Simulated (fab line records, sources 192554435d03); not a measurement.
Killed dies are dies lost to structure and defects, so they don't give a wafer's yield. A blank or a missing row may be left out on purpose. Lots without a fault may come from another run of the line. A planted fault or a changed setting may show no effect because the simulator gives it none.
Split-lot experiment	flow n5Finfet	21 wafers read across 7 lots, on a route 1938 steps long

ABOUT THE SPLIT
At N5_PASSIVATION_EXPOSE_27 (exposes mask PAD, defocus 0 nm), the setting doseMj was moved away from the recipe's 32.3 on 6 of the 21 wafers read, by -2.9% to +6.8%. The other wafers ran this setting at the recipe's value.

FROM THE SPLIT TO THE READING: what the file shows between them, 3 steps
- N5_PASSIVATION_PEB_28 (also split here: pebTimeS)
- N5_PASSIVATION_DEVELOP_29: develop time 60 s
- N5_PASSIVATION_HARDBAKE_31: time 120 s

THE READING
Shown in nm: cdNm at N5_PASSIVATION_CD_MEAS_30, with target cd 4000 nm. A value of 3999.8 nm with a standard deviation of 2.2 nm is what fault-free wafers of this fab line usually give.

wafer	tool, chamber at the split	doseMj as run	against the recipe	cdNm, nm	against lot-mates on the recipe
L078.1	krfScanner-02, 0	32.3	recipe	3998.8	-
L078.2	krfScanner-02, 0	32.3	recipe	3999.5	-
L078.3	krfScanner-02, 0	32.3	recipe	4000.2	-
L083.3	krfScanner-01, 0	32.3	recipe	4001.3	-
L083.4	krfScanner-01, 0	32.3	recipe	3998.5	-
L083.6	krfScanner-01, 0	32.3	recipe	3998.1	-
L081.1	krfScanner-02, 0	32.3	recipe	4003.9	-
L081.4	krfScanner-02, 0	32.3	recipe	4006.6	-
L081.5	krfScanner-02, 0	32.3	recipe	4003.0	-
L082.1	krfScanner-01, 0	32.3	recipe	3995.5	-
L082.2	krfScanner-01, 0	32.3	recipe	3996.6	-
L082.3	krfScanner-01, 0	32.3	recipe	3995.7	-
L090.1	krfScanner-01, 0	33.06	+2.4%	4006.3	+3.5
L090.3	krfScanner-01, 0	33.06	+2.4%	4008.2	+5.4
L090.6	krfScanner-01, 0	32.3	recipe	4002.8	-
L093.1	krfScanner-01, 0	31.36	-2.9%	4000.3	-0.9
L093.4	krfScanner-01, 0	31.36	-2.9%	3997.3	-3.9
L093.6	krfScanner-01, 0	32.3	recipe	4001.2	-
L095.2	krfScanner-02, 0	34.5	+6.8%	4009.1	+9.6
L095.3	krfScanner-02, 0	34.5	+6.8%	4011.1	+11.6
L095.5	krfScanner-02, 0	32.3	recipe	3999.5	-

THE FIT
A straight line over all 21 wafers: cdNm changes by +1.4 nm for each +1% of doseMj; r = +0.74; the points scatter about the line by 3.1 nm.
The same after taking each lot's own level away (the mean of its wafers on the recipe; 21 wafers): +1.45 nm for each +1%; r = +0.94; scatter 1.3 nm.
That fit puts the effect of the largest move of doseMj on the reading at 9.9 nm.
The span of the lots' own levels, 3995.93 to 4004.50 nm, comes to 3.9 times the standard deviation stated above.
So the lot-to-lot level blurs the effect unless lot-mates are compared.
Check: +10.6 nm against its lot-mates is what the line predicts for one of the wafers moved furthest among these (+6.8%) when that wafer is left out of the fit. Against them it came out at +9.6 nm.

FURTHER SPLITS ON THESE WAFERS
Before the reading, these wafers also passed through other splits. Each is held against what the fit with the lots' levels taken away leaves over:
other split on the same wafers	wafers away from the commonest value	r with cdNm (lot level and that fit taken away)
N5_BEOL_M14_PEB_26 pebTempC	5	-0.16
N5_BEOL_M14_ETCH_68 timeS	13	+0.01
N5_BEOL_M14_SPUTTER_43 timeS	7	-0.52
N5_BEOL_M14_SPUTTER_44 powerW	9	-0.14
N5_PASSIVATION_PEB_28 pebTimeS	as run: not given for these wafers	-

FILE'S OWN FIT
cdNm changes by +1.48 nm for each +1% of doseMj, r = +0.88.
